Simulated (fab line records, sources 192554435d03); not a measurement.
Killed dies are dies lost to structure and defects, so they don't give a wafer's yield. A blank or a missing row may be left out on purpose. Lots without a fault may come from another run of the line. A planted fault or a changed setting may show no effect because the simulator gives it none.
fab line records | flow n5_finfet
record lots=6 wafers=18 last_day=16
route steps=1938 shown BEOL_M3@979 PASSIVATION@1936
lots that met no fault: from a run of the same line without faults
start_h: hours from the record's first day to the start of the lot's first wafer shown | wait_h: hours since the lot's step before | " the same as in the row above | L1.1+2: a row that stands for several wafers | - no value, or no start given | * or withheld: withheld | < > ~ a bound
route shown NAME@n: a module of which the file shows steps, and the number in the route of the first | usual: mean/standard deviation of fault-free wafers | same: alike in all rows | chamber/n: place in a boat | sites: the reading at each site | _std_site: their standard deviation | _edge_site: outer sites' mean less inner sites' | radius_mm: how far each site lies from the wafer's centre | mask NAME#n: copy n | behind: the tool/chamber that last shaped the wafer | hold: why the lot was held/for how many hours/how that ended | device: the transistor (n, p or np) that didn't switch | end of line: the same wafers' tests at the end of the route | a step without rows: its recipe alone | killed: dies lost to structure and defects at the first sort, not the wafer's yield | map: a wafer's dies, x killed, . not, _ none there
set.NAME: the setting as run; set.NAME@STEP: as run at that earlier step | model.NAME: the simulator's own value behind a step, which no gauge read
lots at some steps of the route; a table a step, a row a wafer
services: from which hour (start_h, from the record's first day; less than 0 if before it) a tool's chamber was out of use, for how many hours, and why
## steps
# step N5_BEOL_M3_STRIP_36
# recipe chemistry=N2/H2 power_w=450 temp_c=40 pressure_mtorr=20 rf_frequency_hz=6e+07 overash_fraction=0.3 bias_power_w=7 h2_frac=0.5 n2_flow_sccm=200 h2_flow_sccm=200
# step N5_BEOL_M3_TRENCH_ETCH_37
# recipe chemistry=C4F6/O2 target_depth_a=555.55 target=SiOC time_s=29.2 ion_energy_ev=250 pressure_mtorr=30 source_w=355 bias_w=185 Ar_flow_sccm=300 C4F6_flow_sccm=10 O2_flow_sccm=10
# usual bias_w=185.1/0.6 drypump_motor_current_A=5.6/0.38 oes_product_au=0.82/0.087 rf_vpp_V=666/14 showerhead_plenum_p_Torr=2.90/0.054 throttle_valve_pct=20.75/0.19
# columns lot.wafer tool chamber start_h wait_h bias_w drypump_motor_current_A oes_product_au rf_hours_counter_h rf_vpp_V showerhead_plenum_p_Torr throttle_valve_pct
L536.1 rie_diel-05 0 - - 185.2 5.0 0.72 203 656 2.96 20.81
L536.2 " 2 " " 184.4 5.6 0.94 12 689 2.89 20.46
L536.6 " 1 " " 184.3 5.6 0.87 - 656 2.93 20.81
L538.1 rie_diel-05 0 - - 184.6 5.0 0.73 205 654 2.95 20.82
L538.4 " 2 " " 186.1 5.7 0.93 - 689 2.89 20.46
L538.5 " 1 " " 185.0 5.6 0.87 - 656 2.93 20.81
L546.2 rie_diel-04 1 - - 185.5 4.9 0.74 175 677 2.91 20.43
L546.4 " 2 " " 184.3 6.0 0.96 - 653 2.89 20.83
L546.5 " 0 " " 185.7 5.4 0.73 - 659 2.95 20.89
L548.2 rie_diel-01 3 - - 185.6 6.2 0.93 12 643 2.82 20.63
L548.5 " 2 " " 184.7 5.8 0.88 - 668 2.80 21.10
L548.6 " 1 " " 184.6 5.7 0.83 - 675 2.98 20.74
L552.1 rie_diel-04 1 - - 185.0 4.9 0.73 189 675 2.90 20.46
L552.2 " 3 " " 184.9 6.1 0.79 132 692 2.89 20.61
L552.4 " 2 " " 184.9 6.0 0.92 21 653 2.89 20.85
L554.1 rie_diel-04 0 - - 185.9 5.4 0.72 198 660 2.94 20.91
L554.3 " 1 " " 186.2 4.9 0.73 192 675 2.90 20.47
L554.6 " 0 " " 185.2 5.4 0.72 - 660 2.94 20.93
# step N5_BEOL_M3_ETCH_41
# recipe chemistry=CH3F/O2 target=SiCN target_depth_a=299 taper_deg=2 time_s=52.5 ion_energy_ev=120 mask_material=TiN pressure_mtorr=30 source_w=395 bias_w=75 Ar_flow_sccm=150 CH3F_flow_sccm=30 O2_flow_sccm=20
# step N5_BEOL_M3_STRIP_97
# recipe chemistry=N2/H2 time_s=10 power_w=450 temp_c=40 pressure_mtorr=20 rf_frequency_hz=6e+07 bias_power_w=7 n2_flow_sccm=200 h2_flow_sccm=200
# step N5_BEOL_M3_OCD_MEAS_38
# usual trench_depth_nm=55.7/1.2
# columns lot.wafer tool chamber start_h wait_h trench_depth_nm
L536.1 ocd-02 - 149.41 - 56.1
L536.2 " - " " 54.6
L536.6 " - " " 53.9
L538.1 ocd-01 - 157.56 - 56.8
L538.4 " - " " 55.2
L538.5 " - " " 55.0
L546.2 ocd-02 - 210.86 - 56.6
L546.4 " - " " 56.3
L546.5 " - " " 54.2
L548.2 ocd-01 - 221.00 - 56.3
L548.5 " - " " 56.9
L548.6 " - " " 54.9
L552.1 ocd-02 - 250.09 - 56.1
L552.2 " - " " 57.0
L552.4 " - " " 56.6
L554.1 ocd-02 - 258.81 - 54.5
L554.3 " - " " 57.2
L554.6 " - " " 54.3
# step N5_BEOL_M3_HM_STRIP_39
# recipe chemistry=peroxide_tin_strip material=TiN target_depth_a=250 temp_c=50 time_s=158
# step N5_BEOL_M3_SRD_40
# recipe time_s=30 temp_c=23 rinse_liquid=diw dry=ipa_marangoni
# step N5_BEOL_M3_PRECLEAN_42
# recipe chemistry=residue_remover time_s=60 temp_c=40
# step N5_BEOL_M3_SRD_43
# recipe time_s=30 temp_c=23 rinse_liquid=diw dry=ipa_marangoni
# step N5_BEOL_M3_CD_MEAS_35
# recipe target_cd_nm=18 target_cd_y_nm=21 polarity=opening
# usual cd_nm=18.1/0.41
# columns lot.wafer tool chamber start_h wait_h cd_nm
L536.1 cd_sem-03 - 149.56 0.0 18.4
L536.2 " - " " 18.9
L536.6 " - " " 18.6
L538.1 cd_sem-03 - 157.72 0.0 18.0
L538.4 " - " " 18.2
L538.5 " - " " 18.1
L546.2 cd_sem-03 - 211.02 0.0 18.1
L546.4 " - " " 19.2
L546.5 " - " " 17.3
L548.2 cd_sem-01 - 221.15 0.0 18.1
L548.5 " - " " 18.1
L548.6 " - " " 18.1
L552.1 cd_sem-01 - 250.24 0.0 18.2
L552.2 " - " " 18.0
L552.4 " - " " 17.4
L554.1 cd_sem-03 - 258.96 0.0 18.3
L554.3 " - " " 18.0
L554.6 " - " " 18.7
# step N5_BEOL_M3_DEGAS_44
# recipe ambient=vacuum temp_c=250 time_s=60
# usual heater_power_w=331/16
# columns lot.wafer tool chamber start_h wait_h heater_power_w
L536.1 pvd_sputter-02 - 149.76 0.2 337
L536.2 " - " " 305
L536.6 " - " " 324
L538.1 pvd_sputter-02 - 157.98 0.3 333
L538.4 " - " " 306
L538.5 " - " " 356
L546.2 pvd_sputter-01 - 211.06 0.0 322
L546.4 " - " " 323
L546.5 " - " " 347
L548.2 pvd_sputter-03 - 221.37 0.2 321
L548.5 " - " " 331
L548.6 " - " " 344
L552.1 pvd_sputter-03 - 250.81 0.6 321
L552.2 " - " " 355
L552.4 " - " " 341
L554.1 pvd_sputter-03 - 259.15 0.2 337
L554.3 " - " " 329
L554.6 " - " " 345
# step N5_BEOL_M3_PRE_CLEAN_45
# recipe gas=H2/He time_s=30 temp_c=250
# usual heater_power_w=331/16
# columns lot.wafer tool chamber start_h wait_h heater_power_w
L536.1 pvd_sputter-02 - 149.80 0.0 326
L536.2 " - " " 296
L536.6 " - " " 333
L538.1 pvd_sputter-02 - 158.02 0.0 333
L538.4 " - " " 299
L538.5 " - " " 346
L546.2 pvd_sputter-01 - 211.10 0.0 318
L546.4 " - " " 336
L546.5 " - " " 341
L548.2 pvd_sputter-03 - 221.41 0.0 331
L548.5 " - " " 329
L548.6 " - " " 346
L552.1 pvd_sputter-03 - 250.85 0.0 327
L552.2 " - " " 363
L552.4 " - " " 345
L554.1 pvd_sputter-03 - 259.19 0.0 328
L554.3 " - " " 326
L554.6 " - " " 346
# step N5_BEOL_M3_ALD_84
# recipe material=TaN target_thk_a=* temp_c=275 ald_precursor_family=PDMAT ald_co_reactant=NH3 pressure_torr=3 carrier_flow_sccm=1500 pulse_time_s=2 purge_time_s=3 co_reactant_purge_time_s=2 co_reactant_pulse_time_s=3 ald_cycles=30 precursor_vessel_temp_c=75 precursor_vessel_pressure_torr=26.25 precursor_vessel_carrier_sccm=1000
# usual heater_power_outer_w=227/23 heater_power_w=416/51 precursor_vessel_carrier_sccm=1000/3.1
# same purge_time_s=3
# columns lot.wafer tool chamber start_h wait_h heater_power_outer_w heater_power_w precursor_vessel_carrier_sccm
L536.1 ald_metal-01 3 149.94 0.1 242 437 1003
L536.2 " 1 " " 203 359 999
L536.6 " 2 " " 208 365 1005
L538.1 ald_metal-03 3 158.11 0.1 253 447 1000
L538.4 " 1 " " 237 501 997
L538.5 " 3 " " 246 444 1001
L546.2 ald_metal-01 3 211.16 0.0 246 448 1003
L546.4 " 1 " " 199 352 1001
L546.5 " 3 " " 239 442 1001
L548.2 ald_metal-01 3 221.47 0.0 247 426 1000
L548.5 " 1 " " 204 359 998
L548.6 " 2 " " 218 370 1002
L552.1 ald_metal-03 1 250.91 0.0 249 503 1000
L552.2 " 3 " " 253 440 995
L552.4 " 2 " " 268 496 1000
L554.1 ald_metal-04 3 259.27 0.1 243 433 1000
L554.3 " 0 " " 228 395 1000
L554.6 " 0 " " 226 416 999
# step N5_BEOL_M3_SURFACE_TREAT_85
# recipe gas=Ar time_s=* ion_energy_ev=* ion_current_ma_cm2=0.5 pressure_mtorr=* ar_flow_sccm=30
# step N5_BEOL_M3_CVD_47
# recipe material=Co target_thk_a=30 temp_c=withheld precursor=CCTBA/H2 pressure_torr=30 time_s=223.8
# step N5_BEOL_M3_SPUTTER_48
# recipe material=Cu target_thk_a=45 temp_c=-20 chamber_pressure_pa=0.07 power_w=withheld time_s=8.29
# step N5_BEOL_M3_ANNEAL_49
# recipe temp_c=400 time_s=240 ambient=vacuum
# step N5_BEOL_M3_SPUTTER_79
# recipe material=Cu target_thk_a=45 temp_c=-20 chamber_pressure_pa=0.07 power_w=withheld time_s=8.29
# usual chamber_pressure_pa=0.07/0.00014 throttle_valve_pct=29.8/0.76
# columns lot.wafer tool chamber start_h wait_h chamber_pressure_pa throttle_valve_pct
L536.1 pvd_sputter-02 - 150.78 0.1 0.06974 28.8
L536.2 " - " " 0.06967 30.3
L536.6 " - " " 0.06981 30.3
L538.1 pvd_sputter-03 - 158.98 0.1 0.07 30.5
L538.4 " - " " 0.07018 30.1
L538.5 " - " " 0.07 31.1
L546.2 pvd_sputter-03 - 211.90 0.1 0.07005 29.3
L546.4 " - " " 0.07007 31.3
L546.5 " - " " 0.06991 30.6
L548.2 pvd_sputter-03 - 222.21 0.1 0.06989 30.4
L548.5 " - " " 0.07012 31.3
L548.6 " - " " 0.06997 29.3
L552.1 pvd_sputter-03 - 252.05 0.1 0.06981 31.0
L552.2 " - " " 0.06998 29.6
L552.4 " - " " 0.06984 30.6
L554.1 pvd_sputter-03 - 260.21 0.1 0.06997 30.4
L554.3 " - " " 0.07003 30.1
L554.6 " - " " 0.06994 30.1
# step N5_BEOL_M3_ANNEAL_80
# recipe temp_c=400 time_s=240 ambient=vacuum
# step N5_BEOL_M3_SPUTTER_81
# recipe material=Cu target_thk_a=45 temp_c=-20 chamber_pressure_pa=0.07 power_w=withheld time_s=8.29
# step N5_BEOL_M3_ANNEAL_82
# recipe temp_c=400 time_s=240 ambient=vacuum
# step N5_BEOL_M3_SPUTTER_86
# recipe material=Cu target_thk_a=45 temp_c=-20 chamber_pressure_pa=0.07 power_w=withheld time_s=8.29
# step N5_BEOL_M3_ANNEAL_87
# recipe temp_c=400 time_s=240 ambient=vacuum
# step N5_BEOL_M3_SPUTTER_88
# recipe material=Cu target_thk_a=45 temp_c=-20 chamber_pressure_pa=0.07 power_w=withheld time_s=8.29
# step N5_BEOL_M3_ANNEAL_89
# recipe temp_c=400 time_s=240 ambient=vacuum
# step N5_BEOL_M3_SPUTTER_90
# recipe material=Cu target_thk_a=45 temp_c=-20 chamber_pressure_pa=0.07 power_w=withheld time_s=8.29
# step N5_BEOL_M3_ANNEAL_91
# recipe temp_c=400 time_s=240 ambient=vacuum
# step N5_BEOL_M3_SPUTTER_92
# recipe material=Cu target_thk_a=45 temp_c=-20 chamber_pressure_pa=0.07 power_w=withheld time_s=8.29
# step N5_BEOL_M3_ANNEAL_93
# recipe temp_c=400 time_s=240 ambient=vacuum
# step N5_BEOL_M3_SPUTTER_94
# recipe material=Cu target_thk_a=45 temp_c=-20 chamber_pressure_pa=0.07 power_w=withheld time_s=8.29
# step N5_BEOL_M3_ANNEAL_95
# recipe temp_c=400 time_s=240 ambient=vacuum
# step N5_BEOL_M3_SPUTTER_96
# recipe material=Cu target_thk_a=45 temp_c=-20 chamber_pressure_pa=0.07 power_w=withheld time_s=8.29
# step N5_BEOL_M3_ECD_50
# recipe material=Cu target_thk_a=3000
# step N5_BEOL_M3_ANNEAL_51
# recipe temp_c=225 time_s=90 ambient=N2
# step N5_BEOL_M3_CMP_52
# recipe stop_on=SiOC t_overpolish_s=6.8 down_force_psi=1 platen_rpm=50 clearing_platen_down_force_psi=1.5 clearing_platen_rpm=50 post_cmp_clean=cu_alkaline target_thk_nm=40 clearing_platen_pad_velocity_m_s=0.99484 pad_velocity_m_s=0.99484
# usual barrier_field_endpoint_s=24.5/0.85 clearing_platen_down_force_psi=1.500/0.0033 motor_current_A=6.0/0.68 overpolish_run_s=6.800/0.0079 time_to_endpoint_s=61/5
# columns lot.wafer tool chamber start_h wait_h barrier_field_endpoint_s clearing_platen_down_force_psi motor_current_A overpolish_run_s time_to_endpoint_s
L536.1 cmp-04 0 152.81 0.3 25.2 1.498 6.8 6.793 62
L536.2 " 2 " " 25.2 1.501 6.5 6.797 66
L536.6 " 0 " " 26.1 1.501 7.1 6.802 66
L538.4 cmp-03 2 161.01 0.1 23.3 1.496 6.1 6.798 51
L538.1 " 3 " " 24.5 1.497 7.0 6.805 63
L538.5 " 3 " " 24.4 1.502 7.0 6.796 62
L546.4 cmp-04 3 214.13 0.3 25.0 1.496 5.8 6.806 62
L546.2 " 1 " " 24.6 1.505 5.0 6.790 62
L546.5 " 3 " " 24.9 1.501 5.6 6.784 62
L548.2 cmp-04 1 224.35 0.3 23.9 1.496 5.1 6.801 59
L548.5 " 2 " " 25.2 1.502 6.6 6.809 66
L548.6 " 3 " " 24.8 1.500 5.6 6.807 64
L552.2 cmp-02 0 254.08 0.2 24.0 1.496 5.8 6.801 60
L552.4 " 2 " " 24.4 1.497 6.0 6.800 57
L552.1 " 3 " " 26.2 1.503 5.8 6.796 69
L554.1 cmp-03 1 262.24 0.3 23.6 1.499 5.2 6.813 58
L554.3 " 2 " " 23.0 1.497 5.9 6.805 51
L554.6 " 2 " " 22.6 1.493 5.8 6.814 49
# step N5_BEOL_M3_THK_MEAS_53
# recipe thk_meas_gauge=xrf reads=Cu_of_BEOL_M3_ECD_50
# usual M3_THK=40.0/2
# columns lot.wafer tool chamber start_h wait_h M3_THK[nm]
L536.1 film_metro-02 - 153.11 - 42.1
L536.2 " - " " 42.8
L536.6 " - " " 45.1
L538.1 film_metro-02 - 161.30 - 39.2
L538.4 " - " " 36.4
L538.5 " - " " 38.5
L546.2 film_metro-02 - 214.39 - 39.7
L546.4 " - " " 42.4
L546.5 " - " " 41.6
L548.2 film_metro-01 - 224.54 - 39.2
L548.5 " - " " 43.9
L548.6 " - " " 40.9
L552.1 film_metro-01 - 254.38 - 40.1
L552.2 " - " " 37.1
L552.4 " - " " 41.2
L554.1 film_metro-02 - 262.54 - 37.7
L554.3 " - " " 36.9
L554.6 " - " " 38.4
# step N5_BEOL_M3_PRE_CLEAN_60
# recipe gas=NH3/H2 time_s=15 temp_c=* rf_power_w=300
# step N5_BEOL_M3_CO_CAP_55
# recipe material=Co target_thk_a=20 temp_c=200 precursor=CCTBA/H2 pressure_torr=30 time_s=102.1
# step N5_BEOL_M3_PRE_CLEAN_56
# recipe gas=NH3 time_s=15 temp_c=withheld rf_power_w=300
# step N5_BEOL_M3_DEP_57
# recipe material=SiCN target_thk_a=80 temp_c=withheld precursor=3MS/NH3 pressure_torr=3 rf_w=202 time_s=14
# step N5_BEOL_M3_RS_MEAS_58
# recipe thk_meas_gauge=four-point-probe reads=Co_of_BEOL_M3_CO_CAP_55+Cu_of_BEOL_M3_ECD_50+Co_of_BEOL_M3_CVD_47+TaN_of_BEOL_M3_ALD_84
# usual M3_RS=0.68/0.046
# columns lot.wafer tool chamber start_h wait_h M3_RS[ohm/sq]
L536.1 film_metro-01 - 153.37 0.0 0.64
L536.2 " - " " 0.63
L536.6 " - " " 0.59
L538.1 film_metro-02 - 161.58 0.0 0.69
L538.4 " - " " 0.76
L538.5 " - " " 0.71
L546.2 film_metro-02 - 214.65 0.1 0.68
L546.4 " - " " 0.63
L546.5 " - " " 0.65
L548.2 film_metro-01 - 224.81 0.1 0.70
L548.5 " - " " 0.61
L548.6 " - " " 0.66
L552.1 film_metro-02 - 254.64 0.0 0.66
L552.2 " - " " 0.74
L552.4 " - " " 0.65
L554.1 film_metro-02 - 262.83 0.1 0.75
L554.3 " - " " 0.76
L554.6 " - " " 0.72
# step N5_PASSIVATION_PROBE_49
# usual defect_limited_yield=91.4/1.4 killed_at_M0_to_M3=34/8.9 killed_at_M4_up=13/4.6 killed_at_contacts=12/5.5 killed_at_front_end=41/11 killed_at_other=3.1/2.9 killed_dies=102/16 killed_open=66/11 killed_short=34/7.6 sort_bin_4_leakage=0.01/0.14 sort_bin_5_function=5.1/0.89 sort_bin_6_memory=3.2/0.61 sort_bin_8_speed=0.02/0.12 sort_n_pass=1078/16 sort_yield_pct=91.3/1.4
# same gross_dies=1180 killed_at_back_side=0
# columns lot.wafer tool chamber start_h wait_h defect_limited_yield[%] killed_at_M0_to_M3 killed_at_M4_up killed_at_contacts killed_at_front_end killed_at_other killed_dies killed_open killed_short sort_bin_4_leakage[%] sort_bin_5_function[%] sort_bin_6_memory[%] sort_bin_8_speed[%] sort_n_pass sort_yield_pct[%]
L536.1 prober-02 - 264.46 0.0 90.4 35 8 20 45 5 113 74 39 0 5.3 3.9 0.08 1066 90.3
L536.2 prober-02 - 264.51 0.1 91.7 29 13 8 45 3 98 53 45 0 4.5 3.5 0 1082 91.7
L536.6 prober-02 - 264.71 0.3 90.7 42 5 22 37 4 110 68 41 0 4.4 4.2 0 1070 90.7
L546.4 prober-02 - 330.10 0.2 84.2 130 11 10 28 7 186 62 29 0 11.0 3.4 0 994 84.2
L548.5 prober-01 - 346.82 0.2 81.3 137 17 13 50 4 221 67 38 0 11.0 4.6 0 959 81.3
# killed by level:class
L536.1 MOL_CONTACT_COAG:geometric_particle:open=16 BEOL_M3:geometric_particle:open=11 STI_FIN_REVEAL:geometric_particle:open=9 ILD0:geometric_particle:short=9 BEOL_M0_SAQP:geometric_particle:open=8 GATE_CUT:geometric_particle:short=6 ILD0:geometric_particle:open=6 BEOL_M0_SAQP:geometric_particle:short=6
L536.2 FIN_SAQP:geometric_particle:short=10 BEOL_M0_SAQP:geometric_particle:open=9 GATE_CUT:geometric_particle:short=7 MOL_CONTACT_COAG:geometric_particle:open=7 FIN_SAQP:geometric_particle:open=6 BEOL_M0_SAQP:geometric_particle:short=6 BEOL_M2:geometric_particle:short=5 BEOL_M2:geometric_particle:open=5
L536.6 MOL_CONTACT_COAG:geometric_particle:open=16 FIN_SAQP:geometric_particle:short=15 BEOL_M1:geometric_particle:open=10 BEOL_M2:geometric_particle:open=10 BEOL_M3:geometric_particle:open=9 MOL_CONTACT_COAG:geometric_particle:short=6 BEOL_M0_SAQP:geometric_particle:open=5 FIN_SAQP:geometric_particle:open=4
L546.4 BEOL_M3:unspecified=95 BEOL_M3:geometric_particle:open=12 MOL_CONTACT_COAG:geometric_particle:open=9 BEOL_M0_SAQP:geometric_particle:open=7 BEOL_M0_SAQP:geometric_particle:short=6 GATE_CUT:geometric_particle:open=5 FIN_SAQP:geometric_particle:open=4 FIN_SAQP:geometric_particle:short=4
L548.5 BEOL_M3:unspecified=106 FIN_SAQP:geometric_particle:open=13 MOL_CONTACT_COAG:geometric_particle:open=11 BEOL_M0_SAQP:geometric_particle:open=11 HKMG_FIN:area_etch=9 FIN_SAQP:geometric_particle:short=7 BEOL_M1:geometric_particle:short=7 BEOL_M0_SAQP:geometric_particle:short=5
# map L546.4 (x killed, . not)
_________________............________________
______________..x..x............_____________
___________x.x......x...x......x...__________
__________.x......x................._________
________.x..x..................x.x...._______
_______.x....x..x.x....................______
______.....x.....x..x........x.........._____
_____.x.....xx..x.......................x____
____......x.x.x...........................___
___...x..x.......x.....x....x..x.........x.__
___...........x......x.....................__
__.........................x..xx..x........x_
__.........x....x.....x....................._
_..x....xx..............................xxx..
_.....x.................x............x...x...
_..x...............x..............x..........
_x.......................x............x......
_.......x............x...........x........x..
_...............x............................
_..............x....x..................x...x.
_...........x........................xx......
__x.......xx.................x.............._
__................x........................._
___.x.........x........x.x.................__
___..................xxx.x.x.x............x__
____.................xxxxxxxxxxx..........___
_____..............x..xxxxxxxxx.....xx...____
______x..........x..xxxxxxxxxxxx....x..._____
_______............x.xxxxxxxxxxxx......______
________...........xxxxxxxxxxxx..x.x.._______
__________..........xx.xxxxxxx.x...._________
___________........x.xxxxxxxx.x....__________
______________..x..x..xxxxxxx..._____________
_________________......x...x.________________
# map L548.5 (x killed, . not)
_________________......x.....________________
______________.................._____________
___________...x....x...............__________
__________.xx......................._________
________.x.....x........x............x_______
_______..x................x...........x______
______....x...x........x....x.......x..x_____
_____................x..x...x............____
____........................x.............___
___...................x....................__
___..x...x..x......x..x.....x.....x.x.....x__
__......xx.........................x........_
__.........xx.........x........x..........x._
_...x.x.x.x.............................x..x.
_....x..........x..........x.........x.....xx
_.........................x....x..........x..
_x.....................x.............x......x
_...x........x...............................
_....x......................................x
_xx...........x...............x..............
_.x.......xx..x...........x.........x.......x
__.............xx.....................x....._
__......x.............x..xxx.....xx....x.x.x_
___...........xx...x....x.xx.xx...x...x....__
___......x.......xxx..xx.xxxxxx......x..x..__
____...........x....xxxxxxxxxxxx..xx.x.x..___
_____.......x...x..xxxxxxxxxxx...........____
______...x......xx..xx.xxxxxxxx........x_____
_______............xxxxxxxxxxxxx.x.....______
________............xxxxxxxxxxxxx....._______
__________..x....xx...xxxxxxxx.x...._________
___________.x......x.xxxxxxxxxx....__________
______________....x.x.xxx.xx..x._____________
_________________.x.x..xx.xxx________________
## services
# columns tool chamber start_h hours kind
ald_metal-04 - 125.67 0.7 repair
pvd_sputter-01 - 131.36 1.3 repair
rie_diel-04 0 135.51 2.6 repair
ald_metal-01 - 136.63 1.8 repair
cmp-04 - 136.63 9.2 pm
rie_diel-04 2 137.67 9.0 repair
cmp-03 - 142.80 0.4 repair
cmp-04 - 146.08 4.0 pm
cmp-03 - 153.91 0.3 repair
rie_diel-05 3 154.00 3.5 repair
ald_metal-01 - 155.45 6.0 pm
rie_diel-04 - 156.29 1.1 repair
ald_metal-01 - 161.45 2.8 pm
ald_metal-03 0 172.35 26.0 repair
rie_diel-04 1 173.36 6.0 repair
cmp-04 - 181.87 3.1 repair
rie_diel-05 - 200.69 1.2 repair
cmp-03 - 201.25 0.8 repair
rie_diel-04 3 204.29 12.3 repair
cmp-03 - 219.62 0.4 repair
rie_diel-05 0 231.27 1.3 repair
cmp-03 - 241.11 14.1 pm
ald_metal-03 0 251.81 3.2 repair
ald_metal-03 1 254.75 14.2 repair
## key
first_sign step=N5_PASSIVATION_PROBE_49 reading=killed_at_M0_to_M3 direction=up sigmas=11 usual=34 struck=134
effect step=N5_PASSIVATION_PROBE_49 reading=defect_limited_yield direction=down sigmas=6.3 usual=91.4 struck=82.8
more_kills_born_at N5_BEOL_M3_ALD_84@ald_metal-01=201
met_at N5_BEOL_M3_ALD_84
struck_wafers L546.4,L548.5
onset_between 149.94 211.16
fault kind=chamber_particle_source tool=ald_metal-01 chamber=1 onset_h=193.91 steps=N5_BEOL_M3_ALD_84 rate_per_visit_cm2=0.5253 end_h=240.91
